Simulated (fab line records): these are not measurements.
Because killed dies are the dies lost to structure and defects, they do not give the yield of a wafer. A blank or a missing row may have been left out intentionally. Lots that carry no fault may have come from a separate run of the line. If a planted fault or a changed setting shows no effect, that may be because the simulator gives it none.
Which tool was responsible? / flow n5_finfet / 33 wafers sampled from 11 lots at 1 step of a route of 1938

== WHAT THE GAUGES SHOWED, per wafer ==
N5_GATE_CUT_INSPECT_26: inspects for defects (darkfield).
lot=L075; measured=day 4 21:40; on=defect_inspect-02; raw_defect_count=58 33 38
lot=L077; measured=day 5 10:28; on=defect_inspect-02; raw_defect_count=43 34 24
lot=L079; measured=day 5 22:02; on=defect_inspect-02; raw_defect_count=50 56 34
lot=L082; measured=day 6 18:43; on=defect_inspect-02; raw_defect_count=43 40 69
lot=L085; measured=day 7 10:43; on=defect_inspect-02; raw_defect_count=26 44 49
lot=L087; measured=day 7 20:40; on=defect_inspect-01; raw_defect_count=44 29 24
lot=L089; measured=day 8 11:57; on=defect_inspect-01; raw_defect_count=26 24 53
lot=L091; measured=day 8 21:32; on=defect_inspect-01; raw_defect_count=42 37 39
lot=L093; measured=day 9 08:04; on=defect_inspect-02; raw_defect_count=69 32 37
lot=L095; measured=day 10 01:08; on=defect_inspect-02; raw_defect_count=24 28 52
lot=L097; measured=day 10 10:23; on=defect_inspect-01; raw_defect_count=28 20 40

== EACH LOT AND THE TOOL THAT RAN IT (in order: tool; ch and the chambers of the sampled wafers; start) ==
Before these readings, the record contains no process step.

== THE ANSWER, worked out from the rows above alone ==
Rule: usual is defined by the lots themselves. Put in order of their means at a reading, lots are off if they are a third of the lots or fewer, leave a main group of 4 or more, and stand apart from it by a gap of 3 or more times the standard deviation of the main group's means; of several such gaps the widest counts. Not used: any main group whose means are identical at the precision the tables above print for the reading. A lot without any number at a reading at which 4 lots or more have one is off too. Any other lot the step has rows for is counted as sound.
No lot is off on any of the readings shown, so nothing can be concluded from this.

== WHAT HAD BEEN PUT IN BY THE SIMULATOR ==
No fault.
